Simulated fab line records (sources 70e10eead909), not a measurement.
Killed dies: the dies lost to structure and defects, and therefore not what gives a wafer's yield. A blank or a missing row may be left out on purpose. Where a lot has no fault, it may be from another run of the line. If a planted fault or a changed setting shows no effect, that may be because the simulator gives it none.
Chamber matching | flow nand harc | 3 sister chambers for NHARC_A_ONON_D2_DEP_33 on pecvd-02
The step deposits SiO2, target thk 200 nm. 16 wafers are shown with their chamber, then 8 later ones without.

## EACH WAFER AND ITS CHAMBER
wafer  | chamber | throttle valve pct (%) | heater power w (W) | flow sccm (sccm)
L126.2 | 0       | 16.1                   | 550                | 2652
L126.4 | 1       | 15.5                   | 446                | 2653
L126.6 | 0       | 15.7                   | 571                | 2656
L129.3 | 0       | 16.0                   | 582                | 2652
L129.5 | 0       | 16.0                   | 582                | 2642
L129.6 | 1       | 15.5                   | 479                | 2654
L130.1 | 2       | 16.0                   | 588                | 2648
L130.2 | 1       | 15.7                   | 511                | 2638
L130.3 | 0       | 16.3                   | 653                | 2652
L135.1 | 2       | 15.8                   | 609                | 2653
L135.2 | 0       | 16.1                   | 560                | 2659
L135.3 | 1       | 15.5                   | 493                | 2650
L143.3 | 1       | 15.6                   | 463                | 2641
L143.4 | 0       | 15.9                   | 608                | 2648
L143.6 | 2       | 16.0                   | 483                | 2654
L144.2 | 0       | 15.9                   | 520                | 2643

SIGNATURES (means of the wafers above)
reading            | chamber 0 | chamber 1 | chamber 2 | scatter within a chamber
throttle valve pct | 16.000    | 15.560    | 15.933    | 0.146
heater power w     | 578.25    | 478.40    | 560.00    | 41.8
flow sccm          | 2650.50   | 2647.20   | 2651.67   | 6.05
Rule: a wafer's distance from a chamber is the root of the sum, over the readings, of the square of ((its reading less the chamber's mean) divided by the reading's scatter). If the next closest chamber is less than 2 further off than the closest, the wafer can't be placed; otherwise it belongs to the closest. The scatter: take each reading less its chamber's mean, square it, sum over the shown wafers, divide by the number of wafers less the number of chambers, and take the root.

## WAFERS MISSING THEIR CHAMBER
wafer  | throttle valve pct (%) | heater power w (W) | flow sccm (sccm)
L144.5 | 15.3                   | 352                | 2654
L144.6 | 16.1                   | 542                | 2665
L145.2 | 15.9                   | 560                | 2640
L145.4 | 15.4                   | 487                | 2642
L145.5 | 16.0                   | 577                | 2656
L146.1 | 16.0                   | 530                | 2652
L146.3 | 15.9                   | 584                | 2631
L146.4 | 15.2                   | 439                | 2655

## WHICH CHAMBER EACH WENT THROUGH
wafer  | from the rows above          | in truth
L144.5 | 1                            | 1
L144.6 | can't be placed: 2 or 0      | 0
L145.2 | can't be placed: 0 or 2 or 1 | 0
L145.4 | 1                            | 1
L145.5 | can't be placed: 0 or 2      | 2
L146.1 | can't be placed: 2 or 0      | 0
L146.3 | can't be placed: 0 or 2 or 1 | 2
L146.4 | 1                            | 1
Placed correctly: 3 of 8. Cannot be placed on the basis of these rows: 5; the candidates contain the true chamber in 5. 0 placed wrongly.
